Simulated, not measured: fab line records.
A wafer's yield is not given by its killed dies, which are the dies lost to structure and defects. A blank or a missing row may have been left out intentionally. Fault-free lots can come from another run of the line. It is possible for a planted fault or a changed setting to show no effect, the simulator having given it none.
Chamber matching	flow n5-finfet	rie-diel-02 running N5_BEOL_M14_DESCUM_15: 4 sister chambers
The step chemistry O2, time 7.9 s. 8 wafers are shown with their chamber, then 9 later ones without.

## WAFERS PAIRED WITH THEIR CHAMBERS
wafer	chamber	drypump-motor-current-A (A)	showerhead-plenum-p-Torr (Torr)
L082.1	3	5.7	2.12
L082.4	0	5.8	1.98
L087.3	0	5.8	1.97
L087.4	1	5.2	2.11
L087.5	1	5.3	2.11
L093.2	2	6.2	2.19
L093.4	3	5.7	2.11
L093.6	2	6.2	2.19

## WAFERS WHOSE CHAMBER IS MISSING
wafer	drypump-motor-current-A (A)	showerhead-plenum-p-Torr (Torr)
L091.3	5.7	2.11
L091.5	5.7	2.11
L091.6	6.2	2.19
L097.1	5.7	2.11
L097.3	6.2	2.18
L097.6	6.2	2.18
L096.1	5.2	2.10
L096.4	5.7	2.11
L096.5	5.8	2.23

## WHICH CHAMBER EACH WENT THROUGH
wafer	from the rows above	in truth
L091.3	3	3
L091.5	3	3
L091.6	2	2
L097.1	3	3
L097.3	2	2
L097.6	2	2
L096.1	1	1
L096.4	3	3
L096.5	2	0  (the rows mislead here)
Correct placement for 8 of the 9. From these rows, 0 cannot be placed. Placed wrongly: 1.
How it was worked out, from the rows above alone: a wafer's distance from a chamber is the root of the sum, over the readings, of the square of ((its reading less the chamber's mean) divided by the reading's scatter). The wafer belongs to the nearest chamber; if the next one is less than 2 further off, it can't be placed. A chamber's mean is the mean of its shown wafers. The scatter: the root of (the sum of the squares of (reading less its chamber's mean) over the shown wafers, divided by (wafers less chambers)).
